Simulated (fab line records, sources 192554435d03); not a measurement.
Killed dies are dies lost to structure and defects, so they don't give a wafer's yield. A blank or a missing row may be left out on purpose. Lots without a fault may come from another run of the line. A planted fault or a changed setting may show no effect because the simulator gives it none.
Chamber matching | flow n5_finfet | N5_FIN_SAQP_ETCH_69 on rie_diel-01: 4 sister chambers
The step etches SOC in N2/H2, stops on SiNx, target depth 150 nm. 4 wafers are shown with their chamber, then 8 later ones without.

WAFERS WITH THEIR CHAMBER
wafer  | chamber | drypump_motor_current_A (A)
L084.1 | 3       | 5.4
L084.2 | 0       | 6.3
L084.6 | 2       | 4.9
L086.1 | 1       | 5.2

WAFERS WITHOUT THEIR CHAMBER
wafer  | drypump_motor_current_A (A)
L086.3 | 6.4
L086.6 | 5.0
L089.2 | 5.0
L089.3 | 5.2
L089.4 | 6.3
L090.1 | 5.3
L090.4 | 5.2
L090.5 | 6.4

WHICH CHAMBER EACH WENT THROUGH
wafer  | from the rows above     | in truth
L086.3 | 0                       | 0
L086.6 | can't be placed: 2 or 1 | 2
L089.2 | can't be placed: 2 or 1 | 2
L089.3 | 1                       | 1
L089.4 | 0                       | 0
L090.1 | can't be placed: 1 or 3 | 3
L090.4 | 1                       | 1
L090.5 | 0                       | 0
Placed correctly: 5 of 8. Can't be placed from these rows: 3 (the true chamber is among the candidates in 3). Placed wrongly: 0.
How it was worked out, from the rows above alone: a wafer's distance from a chamber is the root of the sum, over the readings, of the square of ((its reading less the chamber's mean) divided by the reading's scatter). The wafer belongs to the nearest chamber; if the next one is less than 2 further off, it can't be placed. A chamber's mean is the mean of its shown wafers. The scatter: with one shown wafer a chamber, the root of the mean of the squares of how far each hidden wafer lies from its nearest shown one.
